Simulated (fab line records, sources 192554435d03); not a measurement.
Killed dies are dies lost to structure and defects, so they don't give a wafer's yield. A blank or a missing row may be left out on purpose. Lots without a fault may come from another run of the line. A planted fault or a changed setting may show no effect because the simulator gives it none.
fab line records | flow n5_finfet
record lots=7 wafers=21
route steps=1938 shown GATE_CUT@490 MOL_CONTACT_COAG@523 BEOL_M0_SAQP@663 BEOL_M0@715 BEOL_M1@800 BEOL_M2@844
start_h: hours from the record's first day to the start of the lot's first wafer shown | wait_h: hours since the lot's step before | " the same as in the row above | L1.1+2: a row that stands for several wafers | - no value, or no start given | * or withheld: withheld | < > ~ a bound
route shown NAME@n: a module of which the file shows steps, and the number in the route of the first | usual: mean/standard deviation of fault-free wafers | same: alike in all rows | chamber/n: place in a boat | sites: the reading at each site | _std_site: their standard deviation | _edge_site: outer sites' mean less inner sites' | radius_mm: how far each site lies from the wafer's centre | mask NAME#n: copy n | behind: the tool/chamber that last shaped the wafer | hold: why the lot was held/for how many hours/how that ended | device: the transistor (n, p or np) that didn't switch | end of line: the same wafers' tests at the end of the route | a step without rows: its recipe alone | killed: dies lost to structure and defects at the first sort, not the wafer's yield | map: a wafer's dies, x killed, . not, _ none there
set.NAME: the setting as run; set.NAME@STEP: as run at that earlier step | model.NAME: the simulator's own value behind a step, which no gauge read
lots whose settings were changed on purpose; a table a step, a row a wafer
## steps
# step N5_GATE_CUT_DESCUM_18
# recipe chemistry=O2 time_s=7 source_power_w=50 bias_power_w=20 pressure_mtorr=20 rf_frequency_hz=2.712e+07 temp_c=40 resist=CAR-EUV o2_flow_sccm=225
# columns lot.wafer tool chamber start_h wait_h set.time_s model.CAR-EUV_of_GATE_CUT_COAT_07.thk_nm
L074.1+4+5 rie_diel-06 2,3,1 86.31 0.0 7 26.2
L079.3+4 rie_diel-05 2,3 118.34 0.0 6.146 26.6
L079.5 " 1 " " 7 26
L080.1+5 rie_diel-02 0 123.47 0.4 5.894 26.6
L080.3 " 3 " " 7 26
L082.2+6 rie_diel-06 3,1 135.04 0.2 6.305 26.4
L082.4 " 2 " " 7 26
L083.2+6 rie_diel-02 0,2 139.96 0.3 5.855 26.8
L083.4 " 1 " " 7 26.4
L088.2+3 rie_diel-06 1,3 169.36 0.0 7 26.2
L088.4 " 2 " " 6.122 26.6
L095.2+6 rie_diel-06 1 209.01 0.0 5.746 26.6
L095.3 " 3 " " 7 26
# step N5_GATE_CUT_ETCH_28
# recipe chemistry=N2/H2 target=underlayer target_depth_a=130 mask_material=CAR-EUV time_s=10.4 ion_energy_ev=200 pressure_mtorr=30 source_w=840 bias_w=150 n2_flow_sccm=200 h2_flow_sccm=200 ends=cleared
# columns lot.wafer tool chamber start_h wait_h set.spin_rpm@GATE_CUT_COAT_27 set.time_s@GATE_CUT_DESCUM_18 model.etch.depth_nm model.CAR-EUV_of_GATE_CUT_COAT_07.thk_nm
L074.1 rie_diel-06 2 86.35 0.0 1500 7 10.01 14.6
L074.4+5 " 3,1 " " 1500 7 10.04 14.8
L079.3 rie_diel-05 2 118.37 0.0 1500 6.146 10.03 15.2
L079.4 " 3 " " 1500 6.146 10.04 15.2
L079.5 " 1 " " 1500 7 10.02 14.6
L080.1 rie_diel-02 0 123.51 0.0 1388 5.894 10.41 14.6
L080.3 " 3 " " 1388 7 10.41 14
L080.5 " 0 " " 1500 5.894 10.03 15.2
L082.2 rie_diel-06 3 135.08 0.0 1500 6.305 10.02 15
L082.4 " 2 " " 1429 7 10.29 14.2
L082.6 " 1 " " 1500 6.305 10.04 15
L083.2+6 rie_diel-02 0,2 139.99 0.0 1500 5.855 10.02 15.4
L083.4 " 1 " " 1500 7 10.01 14.8
L088.2 rie_diel-06 1 169.40 0.0 1342 7 10.61 14.2
L088.3 " 3 " " 1342 7 10.57 14.2
L088.4 " 2 " " 1500 6.122 10.02 15.2
L095.2 rie_diel-06 1 209.05 0.0 1500 5.746 10.01 15.2
L095.3 " 3 " " 1373 7 10.47 14
L095.6 " 1 " " 1373 5.746 10.44 14.6
# step N5_GATE_CUT_ETCH_36
# recipe chemistry=CF4 target=SiARC target_depth_a=130 mask_material=CAR-EUV time_s=21.7 ion_energy_ev=80 pressure_mtorr=40 source_w=545 bias_w=36 Ar_flow_sccm=100 cf4_flow_sccm=100 ends=cleared
# columns lot.wafer tool chamber start_h wait_h set.spin_rpm@GATE_CUT_COAT_27 set.time_s@GATE_CUT_DESCUM_18 model.CAR-EUV_of_GATE_CUT_COAT_07.thk_nm
L074.1+4+5 rie_diel-06 2,3,1 86.37 0.0 1500 7 7
L079.3+4 rie_diel-05 2,3 118.39 0.0 1500 6.146 7.4
L079.5 " 1 " " 1500 7 7
L080.1 rie_diel-02 0 123.53 0.0 1388 5.894 7
L080.3 " 3 " " 1388 7 6.4
L080.5 " 0 " " 1500 5.894 7.4
L082.2+6 rie_diel-06 3,1 135.10 0.0 1500 6.305 7.2
L082.4 " 2 " " 1429 7 6.4
L083.2+6 rie_diel-02 0,2 140.01 0.0 1500 5.855 7.6
L083.4 " 1 " " 1500 7 7
L088.2+3 rie_diel-06 1,3 169.42 0.0 1342 7 6.4
L088.4 " 2 " " 1500 6.122 7.4
L095.2 rie_diel-06 1 209.07 0.0 1500 5.746 7.6
L095.3 " 3 " " 1373 7 6.4
L095.6 " 1 " " 1373 5.746 7
# step N5_MOL_CONTACT_COAG_EXPOSE_05
# recipe mask_id=CA na=0.33 source_shape=annular sigma_inner=0.4 sigma_outer=0.8 polarization=unpolarized defocus_nm=0 dose_mj=38.25
# columns lot.wafer tool chamber start_h wait_h mask set.dose_mj
L074.1+4+5 euv_scanner-01 0 90.18 - CA#0 38.25
L079.3+4 euv_scanner-02 0 122.44 - CA#0 38.25
L079.5 " 0 " " CA#0 36.41
L080.1+3+5 euv_scanner-01 0 127.49 - CA#0 38.25
L082.2+6 euv_scanner-02 0 138.71 - CA#0 36.99
L082.4 " 0 " " CA#0 38.25
L083.2+4 euv_scanner-01 0 143.62 - CA#0 38.25
L083.6 " 0 " " CA#0 39.21
L088.2+3+4 euv_scanner-01 0 172.90 - CA#0 38.25
L095.2+3+6 euv_scanner-02 0 212.55 - CA#0 38.25
# step N5_MOL_CONTACT_COAG_PEB_06
# recipe peb_temp_c=100 peb_time_s=60 resist=CAR-EUV
# step N5_MOL_CONTACT_COAG_DEVELOP_07
# recipe develop_time_s=30 developer=TMAH resist=CAR-EUV rinse_liquid=surfactant_rinse dry=air_spin dev_temp_c=23
# step N5_MOL_CONTACT_COAG_DESCUM_13
# recipe chemistry=O2 time_s=7 source_power_w=50 bias_power_w=20 pressure_mtorr=20 rf_frequency_hz=2.712e+07 temp_c=40 resist=CAR-EUV o2_flow_sccm=225
# step N5_MOL_CONTACT_COAG_ETCH_59
# recipe chemistry=N2/H2 target=underlayer target_depth_a=130 mask_material=CAR-EUV time_s=10.4 ion_energy_ev=200 pressure_mtorr=30 source_w=840 bias_w=150 n2_flow_sccm=200 h2_flow_sccm=200 ends=cleared
# columns lot.wafer tool chamber start_h wait_h set.dose_mj@MOL_CONTACT_COAG_EXPOSE_05 model.MOL_CONTACT_COAG.cd_offset_nm
L074.1+4+5 rie_diel-04 2,0,0 90.47 0.0 38.25 0
L079.3 rie_diel-01 3 122.71 0.0 38.25 0.2
L079.4 " 1 " " 38.25 0
L079.5 " 2 " " 36.41 -1
L080.1+5 rie_diel-01 2 127.78 0.0 38.25 -0.2
L080.3 " 1 " " 38.25 0.2
L082.2+6 rie_diel-04 0 138.99 0.0 36.99 -0.6
L082.4 " 1 " " 38.25 0.4
L083.2+4 rie_diel-01 1,3 144.03 0.0 38.25 0.4
L083.6 " 1 " " 39.21 0.8
L088.2+3+4 rie_diel-01 3,0,2 173.18 0.0 38.25 0.2
L095.2 rie_diel-01 3 212.83 0.0 38.25 0.4
L095.3+6 " 1,3 " " 38.25 0.2
# step N5_MOL_CONTACT_COAG_ETCH_105
# recipe chemistry=CF4 target=SiARC target_depth_a=156 mask_material=CAR-EUV time_s=26 ion_energy_ev=80 pressure_mtorr=40 source_w=545 bias_w=36 Ar_flow_sccm=100 cf4_flow_sccm=100 ends=cleared
# columns lot.wafer tool chamber start_h wait_h set.dose_mj@MOL_CONTACT_COAG_EXPOSE_05 model.MOL_CONTACT_COAG.cd_offset_nm
L074.1+4+5 rie_diel-04 2,0,0 90.49 0.0 38.25 0.2
L079.3 rie_diel-01 3 122.73 0.0 38.25 0.4
L079.4 " 1 " " 38.25 0
L079.5 " 2 " " 36.41 -1
L080.1+5 rie_diel-01 2 127.80 0.0 38.25 0
L080.3 " 1 " " 38.25 0.2
L082.2 rie_diel-04 0 139.01 0.0 36.99 -0.4
L082.4 " 1 " " 38.25 0.2
L082.6 " 0 " " 36.99 -0.6
L083.2+4 rie_diel-01 1,3 144.05 0.0 38.25 0.4
L083.6 " 1 " " 39.21 0.8
L088.2+3+4 rie_diel-01 3,0,2 173.20 0.0 38.25 0.2
L095.2+6 rie_diel-01 3 212.85 0.0 38.25 0.4
L095.3 " 1 " " 38.25 0.2
# step N5_MOL_CONTACT_COAG_ALD_131
# recipe material=SiO2 target_thk_a=50 temp_c=100 ald_precursor_family=BDEAS ald_co_reactant=O2-plasma pulse_time_s=1 co_reactant_pulse_time_s=1 purge_time_s=2 co_reactant_purge_time_s=2 ald_cycles=35 pressure_torr=2
# columns lot.wafer tool chamber start_h wait_h set.ald_cycles model.SiO2_of_MOL_CONTACT_COAG_ALD_131.thk_nm
L074.1+4+5 ald_sin-02 1,0,0 101.48 0.1 35 5
L079.3+4+5 ald_sin-04 0,3,1 132.48 0.1 35 5
L080.1+5 ald_sin-04 2,3 135.64 0.1 35 5
L080.3 " 3 " " 40 5.8
L082.2+4 ald_sin-01 3,1 147.36 0.1 38 5.4
L082.6 " 1 " " 35 5
L083.2+4+6 ald_sin-04 3,0,2 153.69 0.1 35 5
L088.2 ald_sin-01 3 186.36 0.5 37 5.2
L088.3+4 " 1,2 " " 35 5
L095.2+3 ald_sin-04 0,3 220.54 0.1 35 5
L095.6 " 3 " " 33 4.8
# step N5_BEOL_M0_SAQP_SPACER1_ALD_98
# recipe material=SiO2 target_thk_a=128 temp_c=300 ald_precursor_family=BDEAS ald_co_reactant=O2-plasma pulse_time_s=1 purge_time_s=2 co_reactant_purge_time_s=2 ald_cycles=138 pressure_torr=2
# columns lot.wafer tool chamber start_h wait_h set.temp_c
L074.1+4+5 ald_sin-02 0,2,0 111.77 0.3 300
L079.3+5 ald_sin-03 2,0 141.20 0.1 290.6
L079.4 " 3 " " 300
L080.1 ald_sin-03 0 145.52 0.8 304.3
L080.3+5 " 3,1 " " 300
L082.2 ald_sin-02 2 157.26 0.7 296.6
L082.4+6 " 1 " " 300
L083.2+6 ald_sin-01 2,0 162.66 0.3 300
L083.4 " 1 " " 310.6
L088.2 ald_sin-03 2 194.34 0.3 300
L088.3+4 " 1,0 " " 293.6
L095.2 ald_sin-02 3 229.13 0.3 300
L095.3+6 " 1 " " 296.4
# step N5_BEOL_M0_SAQP_SPACER1_ETCHBACK_99
# recipe chemistry=CHF3/O2 mode=anisotropic_etchback target=SiO2 target_depth_a=154 time_s=7.7 pressure_mtorr=30 source_w=650 bias_w=170 Ar_flow_sccm=200 CHF3_flow_sccm=50 O2_flow_sccm=5 ion_energy_ev=200
# step N5_BEOL_M0_SAQP_MANDREL1_REMOVE_100
# recipe chemistry=HBr/Cl2/O2 bt_time_s=10 target=a-Si stop_on=SiNx endpoint=OES-SiCl over_etch_frac=0.85 icp_w=600 bias_w=30 HBr_flow_sccm=150 Cl2_flow_sccm=80 O2_flow_sccm=5 pressure_mtorr=10
# columns lot.wafer tool chamber start_h wait_h set.temp_c@BEOL_M0_SAQP_SPACER1_ALD_98 model.SiO2_of_BEOL_M0_SAQP_SPACER1_ALD_98.thk_nm
L074.1+4+5 rie_si-01 0,1,0 112.33 0.1 300 7.4
L079.3+5 rie_si-01 0,3 141.77 0.1 290.6 7.8
L079.4 " 1 " " 300 7.4
L080.1 rie_si-06 2 146.12 0.1 304.3 7.4
L080.3+5 " 1,0 " " 300 7.4
L082.2 rie_si-01 2 157.82 0.1 296.6 7.6
L082.4+6 " 0 " " 300 7.4
L083.2 rie_si-02 1 163.22 0.1 300 7.4
L083.4 " 3 " " 310.6 7.2
L083.6 " 0 " " 300 7.6
L088.2 rie_si-01 3 194.91 0.1 300 7.6
L088.3+4 " 2,1 " " 293.6 7.8
L095.2 rie_si-06 1 229.70 0.1 300 7.4
L095.3 " 3 " " 296.4 7.6
L095.6 " 0 " " 296.4 7.8
# step N5_BEOL_M0_SAQP_COAT_105
# recipe resist=SOC temp_c=250 time_s=60 spin_rpm=1500 resist_thk_nm=100
# columns lot.wafer tool chamber start_h wait_h set.spin_rpm model.SOC_of_BEOL_M0_SAQP_COAT_105.thk_nm
L074.1 litho_track-05 0 113.08 0.3 1500 99.8
L074.4+5 " 0 " " 1500 99.6
L079.3+5 litho_track-05 0 142.53 0.2 1422 102.6
L079.4 " 0 " " 1500 99.6
L080.1 litho_track-05 0 146.92 0.3 1500 100.4
L080.3 " 0 " " 1500 99.8
L080.5 " 0 " " 1500 100
L082.2 litho_track-01 0 158.58 0.3 1412 102.8
L082.4 " 0 " " 1500 100
L082.6 " 0 " " 1500 99.6
L083.2 litho_track-05 0 163.98 0.3 1644 95.6
L083.4 " 0 " " 1500 99.8
L083.6 " 0 " " 1644 95.4
L088.2 litho_track-02 0 195.73 0.3 1500 100
L088.3+4 " 0 " " 1500 99.8
L095.2 litho_track-05 0 230.46 0.3 1500 100
L095.3 " 0 " " 1385 103.8
L095.6 " 0 " " 1385 104.2
# step N5_BEOL_M0_ETCH_138
# recipe chemistry=CH3F/O2 target_depth_a=120 target=SiCN time_s=31.6 ion_energy_ev=120 pressure_mtorr=30 source_w=395 bias_w=75 Ar_flow_sccm=150 CH3F_flow_sccm=30 O2_flow_sccm=20 ends=cleared
# usual rf_vpp_V=297.5/1.6
# columns lot.wafer tool chamber start_h wait_h set.source_w rf_vpp_V
L074.1 rie_diel-01 3 116.56 0.0 395 296.6
L074.4 " 0 " " 395 296.3
L074.5 " 3 " " 395 299.2
L079.3 rie_diel-04 1 145.79 0.0 395 296.8
L079.4 " 0 " " 395 296.2
L079.5 " 1 " " 395 296.3
L080.1 rie_diel-03 3 150.24 0.0 356.7 309.1
L080.3 " 1 " " 356.7 310.1
L080.5 " 2 " " 395 296.7
L082.2 rie_diel-04 3 161.96 0.0 395 299.2
L082.4 " 1 " " 395 296.1
L082.6 " 1 " " 395 296.1
L083.2 rie_diel-03 3 167.66 0.0 365.3 307.5
L083.4 " 0 " " 395 295.4
L083.6 " 0 " " 395 295.4
L088.2 rie_diel-01 1 199.22 0.0 395 298.6
L088.3 " 0 " " 325.6 316.5
L088.4 " 3 " " 325.6 318.1
L095.2 rie_diel-01 2 233.72 0.0 421.4 294.4
L095.3 " 1 " " 421.4 291.6
L095.6 " 2 " " 395 300.4
# step N5_BEOL_M0_TRENCH_ETCH_107
# recipe chemistry=C4F6/O2 target_depth_a=328 target=SiOC time_s=16.4 ion_energy_ev=250 pressure_mtorr=30 source_w=355 bias_w=185 Ar_flow_sccm=300 C4F6_flow_sccm=10 O2_flow_sccm=10
# columns lot.wafer tool chamber start_h wait_h set.target_depth_a model.BEOL_M0.feature_depth_nm
L074.1+4 rie_diel-04 0,2 122.81 0.0 328 32.6
L074.5 " 3 " " 328 33
L079.3 rie_diel-01 2 146.95 0.0 328 32.2
L079.4 " 3 " " 328 33.6
L079.5 " 2 " " 359.6 35.4
L080.1 rie_diel-04 2 152.56 0.0 340 33.6
L080.3 " 0 " " 328 32.6
L080.5 " 2 " " 328 32.4
L082.2 rie_diel-01 0 163.34 0.0 328 33.4
L082.4 " 0 " " 328 33
L082.6 " 3 " " 328 33.2
L083.2 rie_diel-04 2 168.16 0.0 328 32.4
L083.4 " 1 " " 348.8 35.2
L083.6 " 1 " " 328 33.4
L088.2 rie_diel-01 1 200.24 0.0 295.7 30.2
L088.3 " 2 " " 295.7 29.2
L088.4 " 0 " " 328 33.8
L095.2 rie_diel-03 3 234.40 0.0 300.2 29.2
L095.3 " 2 " " 328 33
L095.6 " 2 " " 300.2 30.2
# step N5_BEOL_M0_STRIP_142
# recipe chemistry=N2/H2 time_s=10 power_w=450 temp_c=40 pressure_mtorr=20 rf_frequency_hz=6e+07 bias_power_w=7 n2_flow_sccm=200 h2_flow_sccm=200
# step N5_BEOL_M0_OCD_MEAS_108
# usual trench_depth_nm=32.9/0.64
# columns lot.wafer tool chamber start_h wait_h set.target_depth_a@BEOL_M0_TRENCH_ETCH_107 trench_depth_nm
L074.1 ocd-02 - 122.91 0.1 328 32.2
L074.4 " - " " 328 32.3
L074.5 " - " " 328 33.1
L079.3 ocd-02 - 147.05 0.1 328 32.3
L079.4 " - " " 328 33.6
L079.5 " - " " 359.6 35.2
L080.1 ocd-02 - 152.66 0.1 340 33.5
L080.3 " - " " 328 32.6
L080.5 " - " " 328 32.4
L082.2 ocd-02 - 163.45 0.1 328 34.0
L082.4 " - " " 328 32.5
L082.6 " - " " 328 32.6
L083.2 ocd-02 - 168.26 0.1 328 32.3
L083.4 " - " " 348.8 35.6
L083.6 " - " " 328 33.4
L088.2 ocd-01 - 200.35 0.1 295.7 30.5
L088.3 " - " " 295.7 28.8
L088.4 " - " " 328 33.8
L095.2 ocd-01 - 234.50 0.1 300.2 29.9
L095.3 " - " " 328 32.7
L095.6 " - " " 300.2 30.2
# step N5_BEOL_M1_TRENCH_ETCH_37
# recipe chemistry=C4F6/O2 target_depth_a=552.07 target=SiOC time_s=29 ion_energy_ev=250 pressure_mtorr=30 source_w=355 bias_w=185 Ar_flow_sccm=300 C4F6_flow_sccm=10 O2_flow_sccm=10
# usual rf_vpp_V=666/12
# columns lot.wafer tool chamber start_h wait_h set.bias_w rf_vpp_V
L074.1 rie_diel-05 2 - - 185 687
L074.4 " 0 " " 185 648
L074.5 " 2 " " 185 688
L079.3 rie_diel-02 0 - - 185 675
L079.4 " 1 " " 208.7 714
L079.5 " 2 " " 208.7 732
L080.1 rie_diel-06 2 - - 185 664
L080.3 " 3 " " 168.9 616
L080.5 " 2 " " 168.9 617
L082.2 rie_diel-02 2 - - 201 710
L082.4 " 1 " " 201 693
L082.6 " 2 " " 185 664
L083.2 rie_diel-06 0 - - 185 685
L083.4 " 3 " " 185 663
L083.6 " 0 " " 185 685
L088.2 rie_diel-02 3 - - 185 659
L088.3 " 1 " " 185 650
L088.4 " 3 " " 185 659
L095.2 rie_diel-02 2 - - 185 663
L095.3 " 1 " " 185 649
L095.6 " 2 " " 213.9 744
# step N5_BEOL_M2_HM_DEP_02
# recipe material=TiN target_thk_a=200 temp_c=25 chamber_pressure_pa=0.49996
# columns lot.wafer tool chamber start_h wait_h set.target_thk_a model.TiN_of_BEOL_M2_HM_DEP_02.thk_nm
L074.1 pvd_sputter-02 - 152.90 0.6 200 20
L074.4 " - " " 200 20.6
L074.5 " - " " 200 20.4
L079.3 pvd_sputter-01 - 169.30 0.1 200 20
L079.4 " - " " 200 19.8
L079.5 " - " " 200 20.4
L080.1 pvd_sputter-03 - 171.61 1.7 200 19.8
L080.3 " - " " 200 20.2
L080.5 " - " " 200 20
L082.2 pvd_sputter-03 - 176.59 0.6 175.9 17.2
L082.4 " - " " 200 20
L082.6 " - " " 200 19.8
L083.2+4+6 pvd_sputter-03 - 188.31 2.3 200 20
L088.2 pvd_sputter-01 - 231.56 0.7 200 20.2
L088.3 " - " " 200 20.4
L088.4 " - " " 200 20.6
L095.2 pvd_sputter-02 - 255.40 0.7 200 20
L095.3 " - " " 207 21
L095.6 " - " " 207 20.8
## key
split step=N5_GATE_CUT_DESCUM_18 setting=time_s stated=7 by=wafer
response step=N5_GATE_CUT_DESCUM_18 reading=model.CAR-EUV_of_GATE_CUT_COAT_07.thk_nm change=-0.0347 per=1% r=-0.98
response step=N5_GATE_CUT_ETCH_28 reading=model.CAR-EUV_of_GATE_CUT_COAT_07.thk_nm change=-0.0547 per=1% r=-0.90
response step=N5_GATE_CUT_ETCH_36 reading=model.CAR-EUV_of_GATE_CUT_COAT_07.thk_nm change=-0.0514 per=1% r=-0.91
split step=N5_MOL_CONTACT_COAG_EXPOSE_05 setting=dose_mj stated=38.25 by=wafer
response step=N5_MOL_CONTACT_COAG_ETCH_59 reading=model.MOL_CONTACT_COAG.cd_offset_nm change=+0.238 per=1% r=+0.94
response step=N5_MOL_CONTACT_COAG_ETCH_105 reading=model.MOL_CONTACT_COAG.cd_offset_nm change=+0.225 per=1% r=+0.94
split step=N5_MOL_CONTACT_COAG_ALD_131 setting=ald_cycles stated=35 by=wafer
response step=N5_MOL_CONTACT_COAG_ALD_131 reading=model.SiO2_of_MOL_CONTACT_COAG_ALD_131.thk_nm change=+0.05 per=1% r=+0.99
split step=N5_BEOL_M0_SAQP_SPACER1_ALD_98 setting=temp_c stated=300 by=wafer
response step=N5_BEOL_M0_SAQP_MANDREL1_REMOVE_100 reading=model.SiO2_of_BEOL_M0_SAQP_SPACER1_ALD_98.thk_nm change=-0.105 per=1% r=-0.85
split step=N5_BEOL_M0_SAQP_COAT_105 setting=spin_rpm stated=1500 by=wafer
response step=N5_BEOL_M0_SAQP_COAT_105 reading=model.SOC_of_BEOL_M0_SAQP_COAT_105.thk_nm change=-0.495 per=1% r=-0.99
split step=N5_BEOL_M0_ETCH_138 setting=source_w stated=395 by=wafer
response step=N5_BEOL_M0_ETCH_138 reading=rf_vpp_V change=-1.18 per=1% r=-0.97
split step=N5_BEOL_M0_TRENCH_ETCH_107 setting=target_depth_a stated=328 by=wafer
response step=N5_BEOL_M0_TRENCH_ETCH_107 reading=model.BEOL_M0.feature_depth_nm change=+0.352 per=1% r=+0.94
response step=N5_BEOL_M0_OCD_MEAS_108 reading=trench_depth_nm change=+0.337 per=1% r=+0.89
split step=N5_BEOL_M1_TRENCH_ETCH_37 setting=bias_w stated=185 by=wafer
response step=N5_BEOL_M1_TRENCH_ETCH_37 reading=rf_vpp_V change=+4.88 per=1% r=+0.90
split step=N5_BEOL_M2_HM_DEP_02 setting=target_thk_a stated=200 by=wafer
response step=N5_BEOL_M2_HM_DEP_02 reading=model.TiN_of_BEOL_M2_HM_DEP_02.thk_nm change=+0.227 per=1% r=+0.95
split outside_this_file step=N5_GATE_CUT_COAT_27 setting=spin_rpm
# split outside_this_file: this setting was split too, and the file shows its column; the key of that split is in another file
